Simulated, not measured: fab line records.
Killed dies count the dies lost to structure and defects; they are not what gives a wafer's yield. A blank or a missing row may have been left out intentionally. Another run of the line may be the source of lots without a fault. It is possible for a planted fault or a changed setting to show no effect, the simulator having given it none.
fab line records	flow nand_harc
record: lots: 5	wafers: 13	last_day: 33
route steps=1302 shown P_M1@306 P_M2@318 END@1302
lots with no fault: from the same line, run without faults
start_h: hours from the record's opening day to when the first of the lot's shown wafers began	wait_h: hours since the lot's step before	" as in the row above	L1.1+2: a single row standing in for several wafers	- either no value or no given start	* or withheld: withheld	< > ~ a bound
route shown NAME@n: a module of which the file shows steps, and the number in the route of the first	usual: mean/standard deviation taken from wafers without a fault	same: alike in all rows	chamber/n: place in a boat	sites: per-site readings	_std_site: standard deviation across them	_edge_site: inner sites' mean taken away from outer sites' mean	radius_mm: for every site, how far away it sits from the centre of the wafer	mask NAME#n: copy n	behind: the last tool/chamber to shape the wafer	hold: what put the lot on hold/how long, in hours/how the hold closed	device: which transistor (n, p or np) failed to switch	end of line: tests run on the same wafers once the route is complete	a step given without rows: its recipe and nothing more	killed: the dies lost at the first sort to structure and to defects; this is not the yield of the wafer	map: a wafer's dies, marking killed ones x, the rest . and places with no die _
set.NAME: the setting the step ran with; set.NAME@STEP: the setting that earlier step ran with	model.NAME: the simulator's own value behind a step, which no gauge read
lots seen at some steps along the route; tables by step, rows by wafer
services: when a tool's chamber went out of use (start_h, in hours from the record's first day, below 0 if earlier), for how many hours, and the reason
== steps ==
step: NHARC_P_M1_PRE_CLEAN_30
recipe: time_s: 30	temp_c: 280	gas: H2/He
step: NHARC_P_M1_PVD_20
recipe: target_thk_a: 50	bias_v: 168.6	power_w: 15000	chamber_pressure_pa: 0.12	time_s: 8.06	substrate_temp_c: 50	material: TaN
step: NHARC_P_M1_PVD_21
recipe: target_thk_a: 300	chamber_pressure_pa: 5	power_w: 5000	substrate_temp_c: 30	time_s: 20.49	material: Cu
usual: throttle_valve_pct: 30.1/1.3
lot.wafer	tool	chamber	start_h	wait_h	throttle_valve_pct
L734.2	pvd_sputter-01	-	-	-	30.6
L734.5	"	-	"	"	29.0
L734.6	"	-	"	"	28.7
L735.1	pvd_sputter-02	-	-	-	30.8
L735.3	"	-	"	"	28.9
L735.2	"	-	"	"	30.7
L736.1	pvd_sputter-02	-	-	-	30.5
L746.4	pvd_sputter-02	-	-	-	31.2
L746.3	"	-	"	"	29.4
L746.6	"	-	"	"	29.1
L747.1	pvd_sputter-01	-	-	-	31.5
L747.5	"	-	"	"	31.5
L747.6	"	-	"	"	30.8
step: NHARC_P_M1_ECD_22
recipe: target_thk_a: 4000	bath_temp_c: 25	material: Cu
step: NHARC_P_M1_ANNEAL_31
recipe: temp_c: 225	time_s: 90
step: NHARC_P_M1_CMP_23
recipe: t_overpolish_s: 20	target_thk_nm: 157.82
usual: edge_zone_pressure_frac: 1.001/0.0057	motor_current_A: 11.4/1.2	time_to_endpoint_s: 30/4.5
lot.wafer	tool	chamber	start_h	wait_h	edge_zone_pressure_frac	motor_current_A	time_to_endpoint_s
L734.2	cmp-03	0	227.63	-	0.995	10.9	36
L734.6	"	1	"	"	1.011	12.9	33
L734.5	"	2	"	"	0.998	12.5	31
L735.3	cmp-03	0	239.23	-	0.993	11.0	33
L735.2	"	2	"	"	1.007	12.6	29
L735.1	"	3	"	"	0.997	9.6	24
L736.1	cmp-02	2	268.51	-	0.998	12.7	22
L746.4	cmp-03	1	350.60	-	0.997	11.9	31
L746.3	"	0	"	"	1.003	10.9	33
L746.6	"	1	"	"	0.998	11.7	33
L747.1	cmp-03	1	355.91	-	1.000	12.3	35
L747.5	"	2	"	"	0.999	12.1	32
L747.6	"	3	"	"	1.000	9.5	23
step: NHARC_P_M1_THK_MEAS_24
recipe: thk_meas_gauge: xrf
usual: thk_nm: 158.2/2.1
lot.wafer	tool	chamber	start_h	wait_h	thk_nm
L734.2	film_metro-02	-	227.87	-	159.0
L734.5	"	-	"	"	159.7
L734.6	"	-	"	"	159.1
L735.1	film_metro-02	-	239.55	-	157.5
L735.2	"	-	"	"	160.4
L735.3	"	-	"	"	160.8
L736.1	film_metro-02	-	268.80	-	154.0
L746.3	film_metro-01	-	350.92	-	161.2
L746.4	"	-	"	"	160.6
L746.6	"	-	"	"	158.6
L747.1	film_metro-01	-	356.14	-	159.0
L747.5	"	-	"	"	156.9
L747.6	"	-	"	"	157.1
step: NHARC_P_M1_SRD_25
step: NHARC_P_M1_PRE_CLEAN_32
recipe: time_s: 12	temp_c: 370	rf_power_w: 300	gas: NH3
step: NHARC_P_M1_DEP_33
recipe: target_thk_a: 300	temp_c: 370	target_thk_nm: 30	pressure_torr: 3	flow_sccm: 200	rf_w: 450	material: SiCN
step: NHARC_P_M2_DEP_00
recipe: target_thk_a: 1825	target_thk_nm: 182.5	temp_c: withheld	pressure_torr: 5	flow_sccm: 200	rf_w: 600	material: SiOC
lot.wafer	tool	chamber	start_h	wait_h
L734.2+5+6	pecvd-03	1,2,1	228.67	-
L735.2+1+3	pecvd-04	1,2,0	240.24	-
L736.1	pecvd-04	1	282.07	-
L746.3+6+4	pecvd-02	2,1,2	351.68	-
L747.1+6+5	pecvd-02	2,1,0	356.90	-
step: NHARC_P_M2_DEHYDRATE_01
recipe: temp_c: 150	time_s: 120
step: NHARC_P_M2_HMDS_02
recipe: time_s: 30
step: NHARC_P_M2_COAT_34
recipe: temp_c: 200	time_s: 65
step: NHARC_P_M2_COAT_03
recipe: spin_rpm: 1500	resist_thk_nm: 90
step: NHARC_P_M2_SOFTBAKE_04
recipe: temp_c: 105	time_s: 55
step: NHARC_P_M2_EBR_05
step: NHARC_P_M2_EXPOSE_06
recipe: na: 1.35	target_cd_nm: 170	dose_mj: 80.78	mask_id: P_M2
step: NHARC_P_M2_PEB_07
recipe: peb_temp_c: 100	peb_time_s: 65
step: NHARC_P_M2_DEVELOP_08
recipe: develop_time_s: 35	dev_temp_c: 23
step: NHARC_P_M2_CD_MEAS_09
recipe: target_cd_nm: 170	landing_energy_ev: 500
usual: cd_nm: 170.0/0.75
same: landing_energy_ev: 500
lot.wafer	tool	chamber	start_h	wait_h	cd_nm
L734.2	cd_sem-03	0	229.41	-	170.3
L734.5	"	0	"	"	169.8
L734.6	"	0	"	"	170.2
L735.1	cd_sem-01	0	240.95	-	169.4
L735.2	"	0	"	"	169.8
L735.3	"	0	"	"	168.8
L736.1	cd_sem-03	0	282.73	-	169.8
L746.3	cd_sem-03	0	352.48	-	169.6
L746.4	"	0	"	"	170.1
L746.6	"	0	"	"	169.6
L747.1	cd_sem-02	0	357.68	-	169.4
L747.5	"	0	"	"	169.8
L747.6	"	0	"	"	169.6
step: NHARC_P_M2_OVL_MEAS_10
recipe: pitch_nm: 340
usual: overlay_x_nm: 0.3/0.66	overlay_y_nm: -0.2/0.78
lot.wafer	tool	chamber	start_h	wait_h	overlay_x_nm	overlay_y_nm
L734.2	overlay-01	-	229.50	-	0.9	0.0
L734.5	"	-	"	"	0.4	0.7
L734.6	"	-	"	"	-0.2	0.1
L735.1	overlay-01	-	241.04	-	0.5	0.0
L735.2	"	-	"	"	-0.1	0.3
L735.3	"	-	"	"	-0.2	0.4
L736.1	overlay-01	-	282.82	-	0.9	-0.8
L746.3	overlay-01	-	352.57	-	-0.2	-0.6
L746.4	"	-	"	"	-0.8	-0.7
L746.6	"	-	"	"	-1.2	0.0
L747.1	overlay-02	-	357.77	-	-0.8	-0.3
L747.5	"	-	"	"	-1.0	-0.4
L747.6	"	-	"	"	-0.9	0.1
step: NHARC_P_M2_DESCUM_14
recipe: time_s: 3	o2_flow_sccm: 200	ar_flow_sccm: 0	bias_power_w: 0	chemistry: O2
step: NHARC_P_M2_ETCH_35
recipe: target_depth_a: 400	overetch_a: 120	time_s: 43.94	ion_energy_ev: 200	n2_flow_sccm: 150	h2_flow_sccm: 150	ar_flow_sccm: 0	rf_w: 400	bias_w: 150	chemistry: N2/H2
step: NHARC_P_M2_ETCH_15
recipe: target_depth_a: 1825	time_s: 91.2	c4f8_flow_sccm: withheld	ar_flow_sccm: 400	rf_w: 600	bias_w: 300	chemistry: C4F8/Ar
step: NHARC_P_M2_CD_MEAS_16
usual: cd_nm: 169.8/1.1
lot.wafer	tool	chamber	start_h	wait_h	cd_nm
L734.2	cd_sem-01	-	229.96	-	169.9
L734.5	"	-	"	"	169.7
L734.6	"	-	"	"	169.5
L735.1	cd_sem-02	-	241.44	-	169.2
L735.2	"	-	"	"	171.2
L735.3	"	-	"	"	167.6
L736.1	cd_sem-03	-	283.22	-	169.2
L746.3	cd_sem-02	-	352.99	-	169.3
L746.4	"	-	"	"	170.3
L746.6	"	-	"	"	169.2
L747.1	cd_sem-01	-	358.22	-	168.5
L747.5	"	-	"	"	170.6
L747.6	"	-	"	"	168.6
step: NHARC_P_M2_STRIP_18
recipe: power_w: 1000	n2_flow_sccm: 150	h2_flow_sccm: 150	ar_flow_sccm: 0	bias_w: 0	chemistry: N2/H2
step: NHARC_P_M2_ETCH_28
recipe: target_depth_a: 300	over_etch_frac: 0.3	time_s: 72.99	ion_energy_ev: 150	cf4_flow_sccm: 50	n2_flow_sccm: 100	ar_flow_sccm: 150	rf_w: 300	bias_w: 100	chemistry: CF4/N2
step: NHARC_P_M2_STRIP_19
recipe: time_s: 600	temp_c: 30	chemistry: post_etch_residue_remover
step: NHARC_P_M2_DEGAS_29
recipe: temp_c: 250	time_s: 60
usual: heater_power_w: 327/32
lot.wafer	tool	chamber	start_h	wait_h	heater_power_w
L734.2	pvd_sputter-03	-	230.70	-	338
L734.6	"	-	"	"	363
L734.5	"	-	"	"	295
L735.2	pvd_sputter-02	-	242.15	-	317
L735.3	"	-	"	"	386
L735.1	"	-	"	"	326
L736.1	pvd_sputter-01	-	284.01	-	306
L746.3	pvd_sputter-01	-	353.71	-	321
L746.4	"	-	"	"	310
L746.6	"	-	"	"	335
L747.1	pvd_sputter-03	-	358.93	-	340
L747.6	"	-	"	"	333
L747.5	"	-	"	"	379
step: NHARC_P_M2_PRE_CLEAN_30
recipe: time_s: 30	temp_c: 280	gas: H2/He
step: NHARC_P_M2_PVD_20
recipe: target_thk_a: 50	bias_v: 168.6	power_w: 15000	chamber_pressure_pa: 0.12	time_s: 8.06	substrate_temp_c: 50	material: TaN
step: NHARC_P_M2_PVD_21
recipe: target_thk_a: 300	chamber_pressure_pa: 5	power_w: 5000	substrate_temp_c: 30	time_s: 20.49	material: Cu
step: NHARC_P_M2_ECD_22
recipe: target_thk_a: 4000	bath_temp_c: 25	material: Cu
step: NHARC_P_M2_ANNEAL_31
recipe: temp_c: 225	time_s: 90
usual: anneal_temp_c: 224.99/0.17	wafer_temp_C_max: 226.21/0.28
lot.wafer	tool	chamber	start_h	wait_h	anneal_temp_c	wafer_temp_C_max
L734.2	rtp_anneal-01	0	231.47	0.4	224.93	226.47
L734.5	"	0	"	"	224.68	226.07
L734.6	"	0	"	"	224.84	226.26
L735.1	rtp_anneal-01	0	242.90	0.3	224.81	226.21
L735.2	"	0	"	"	225.01	226.32
L735.3	"	0	"	"	225.10	226.23
L736.1	rtp_anneal-02	0	284.79	-	224.90	226.14
L746.3	rtp_anneal-02	0	354.55	0.3	224.78	226.41
L746.4	"	0	"	"	224.99	226.17
L746.6	"	0	"	"	225.16	226.34
L747.1	rtp_anneal-01	0	359.67	0.3	225.02	225.52
L747.5	"	0	"	"	225.27	226.34
L747.6	"	0	"	"	224.99	225.76
step: NHARC_P_M2_CMP_23
recipe: t_overpolish_s: 20	target_thk_nm: 144.3
usual: edge_zone_pressure_frac: 1.001/0.0049	motor_current_A: 11.6/1.4	time_to_endpoint_s: 28/3.9
lot.wafer	tool	chamber	start_h	wait_h	edge_zone_pressure_frac	motor_current_A	time_to_endpoint_s
L734.2	cmp-02	3	231.75	-	0.995	9.9	29
L734.6	"	3	"	"	1.001	10.3	27
L734.5	"	0	"	"	1.004	9.5	26
L735.2	cmp-02	0	243.27	-	0.996	10.2	26
L735.1	"	1	"	"	1.003	11.8	28
L735.3	"	2	"	"	0.999	12.4	22
L736.1	cmp-04	1	285.13	-	1.002	15.2	27
L746.3	cmp-04	2	354.79	-	1.004	11.6	27
L746.4	"	3	"	"	0.999	12.0	26
L746.6	"	3	"	"	0.997	12.1	26
L747.1	cmp-03	1	360.07	-	1.002	12.1	37
L747.5	"	3	"	"	0.998	9.3	27
L747.6	"	0	"	"	1.002	11.2	39
step: NHARC_P_M2_THK_MEAS_24
recipe: thk_meas_gauge: xrf
usual: thk_nm: 144.1/1.8
lot.wafer	tool	chamber	start_h	wait_h	thk_nm
L734.2	film_metro-01	-	232.07	-	144.4
L734.5	"	-	"	"	144.3
L734.6	"	-	"	"	144.0
L735.1	film_metro-02	-	243.56	-	141.9
L735.2	"	-	"	"	143.2
L735.3	"	-	"	"	143.2
L736.1	film_metro-02	-	285.44	-	144.0
L746.3	film_metro-02	-	355.11	-	143.0
L746.4	"	-	"	"	143.6
L746.6	"	-	"	"	143.0
L747.1	film_metro-02	-	360.33	-	146.4
L747.5	"	-	"	"	144.0
L747.6	"	-	"	"	147.2
step: NHARC_P_M2_SRD_25
step: NHARC_END_SORT_01
recipe: temp_c: 25
usual: killed_at_array: 52/19	killed_at_other: 0.9/1.3	killed_at_periphery: 4/3.1	killed_dies: 57/18	killed_open: 3.2/1.7	killed_short: 2.3/1.4
same: gross_dies: 677
lot.wafer	tool	chamber	start_h	wait_h	killed_at_array	killed_at_other	killed_at_periphery	killed_dies	killed_open	killed_short
L736.1	prober-02	0	672.42	2.5	16	0	38	54	3	2
L735.1	prober-01	0	672.44	2.5	92	0	1	93	2	1
L735.2	prober-01	0	673.24	2.8	74	0	4	78	3	4
L735.3	prober-01	0	674.03	3.1	64	0	4	68	2	3
killed by level:class
L736.1 P_GATE:unspecified=34 P_STI:chamber_film_flake=3 A_WL_FILL:chamber_film_flake=3 A_STAIRCASE:chamber_film_flake=2 A_SLIT:chamber_film_flake=2 A_CONTACT:chamber_film_flake=2 A_ONON_D1:geometric_particle:short=1 A_CHANNEL_FILL_D1:geometric_particle:open=1
L735.1 A_SLIT:chamber_film_flake=40 A_CHANNEL_HOLE_D1:chamber_film_flake=37 A_CHANNEL_HOLE_D2:chamber_film_flake=9 A_ZERO_WELL:chamber_film_flake=2 P_M0:geometric_particle:short=1 A_DECK1_JOINT:geometric_particle:open=1 A_BLC:geometric_particle:open=1 A_STAIRCASE:chamber_film_flake=1
L735.2 A_CHANNEL_HOLE_D1:chamber_film_flake=32 A_SLIT:chamber_film_flake=16 A_CHANNEL_HOLE_D2:chamber_film_flake=14 A_STAIRCASE:chamber_film_flake=3 A_DECK1_JOINT:geometric_particle:short=2 P_STI:chamber_film_flake=2 P_M1:geometric_particle:open=1 A_CHANNEL_HOLE_D1:geometric_particle:short=1
L735.3 A_CHANNEL_HOLE_D1:chamber_film_flake=32 A_SLIT:chamber_film_flake=15 A_CHANNEL_HOLE_D2:chamber_film_flake=7 A_CONTACT:chamber_film_flake=5 P_GATE:chamber_film_flake=2 P_CONTACT:geometric_particle:short=1 A_DECK1_JOINT:geometric_particle:short=1 A_ONON_D2:geometric_particle:short=1
map L736.1 (x killed, . not)
____________.____________
_________......._________
_______..........._______
______x............______
_____xx............._____
____xxxx.........x...____
____xxxx...x.........____
___xxxx...............___
___xxxx..........x....___
__xxxxx................__
__xxx.x................__
_xxxxx..............x..._
_..x...................._
_.x..x...........x......_
_......................._
_......................._
...........x.............
.........................
.........................
........x................
..................x......
_...............x......._
_x..................x..._
_......................._
_.....................x._
_.....x................._
__...x.x...............__
__.....................__
___...................___
___...................___
____x................____
____.................____
_____.x............._____
______.............______
_______..........._______
_________x......_________
____________.____________
map L735.1 (x killed, . not)
____________.____________
_________......._________
_______..........._______
______.............______
_____..............._____
____.................____
____.................____
___...x...............___
___...................___
__.....................__
__................x....__
_..................x...._
_...x..................._
_.........x.xx......x..._
_..........x.x.x........_
_..........xxx.........._
..........xxxxxxx........
............xxxxx...x....
...........x.xxxxx..xx...
x..........xxxxx..x.x..x.
x............x.xxxxxxxxx.
_..........x.xx...xxx..x_
_x...............xxxxxx._
_x..........xx......xxxx_
_xx........xx......x.x.._
_xx.................x.xx_
__x................xxx.__
__..................x..__
___.................x.___
___...................___
____.................____
____.................____
_____..............._____
______.............______
_______..........._______
_________......._________
____________.____________
== services ==
tool	chamber	start_h	hours	kind
pvd_sputter-02	-	202.78	7.2	repair
cmp-03	-	206.98	0.6	repair
cmp-04	-	209.00	4.0	pm
pvd_sputter-01	-	226.97	10.0	pm
pecvd-02	-	227.45	13.0	pm
cmp-02	-	233.90	4.0	pm
cmp-02	-	238.35	1.1	repair
cmp-03	-	244.37	1.5	repair
pecvd-02	0	252.44	8.4	repair
pecvd-04	-	269.02	13.0	pm
cmp-02	-	271.66	1.2	repair
pvd_sputter-02	-	282.00	10.0	pm
pvd_sputter-01	-	286.13	1.0	repair
cmp-03	-	295.01	4.0	pm
pecvd-02	2	302.02	4.3	repair
pvd_sputter-02	-	311.47	1.1	repair
pvd_sputter-03	-	318.51	4.7	repair
cmp-02	-	327.47	0.6	repair
cmp-02	-	331.90	4.0	pm
cmp-03	-	342.02	0.4	repair
pecvd-02	2	343.99	4.8	repair
pvd_sputter-01	-	344.13	3.3	repair
pvd_sputter-03	-	348.05	10.0	pm
pvd_sputter-01	-	358.87	2.3	repair
== key ==
first_sign: step: NHARC_END_SORT_01	reading: killed_at_periphery	direction: up	sigmas: 11	usual: 4	struck: 38
effect none on later readings
met_at NHARC_P_M2_DEP_00
struck_wafers L736.1
tester_left_out L736
onset_between 240.24 282.07
also_fits NHARC_P_M1_CMP_23:cmp-02
earlier_fault: kind: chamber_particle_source	tool: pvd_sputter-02	chamber: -	onset_h: 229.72	steps: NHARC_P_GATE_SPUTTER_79	rate_per_visit_cm2: 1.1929	end_h: 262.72	scope: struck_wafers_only
fault: kind: process_parameter_drift	tool: pecvd-04	chamber: -	onset_h: 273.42	steps: NHARC_P_M2_DEP_00	channel: target_thk_nm	offset: -121.07	shape: step	end_h: 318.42	scope: struck_wafers_only	acts_in: these_recipes_only	stated: 182.5
tester_left_out: of these lots the tester's yield and bins aren't shown, on N5 and GAA mostly nor the transistor test; their killed dies are dies lost to structure and defects alone, not to doping, threshold or leakage, so they don't give the yield
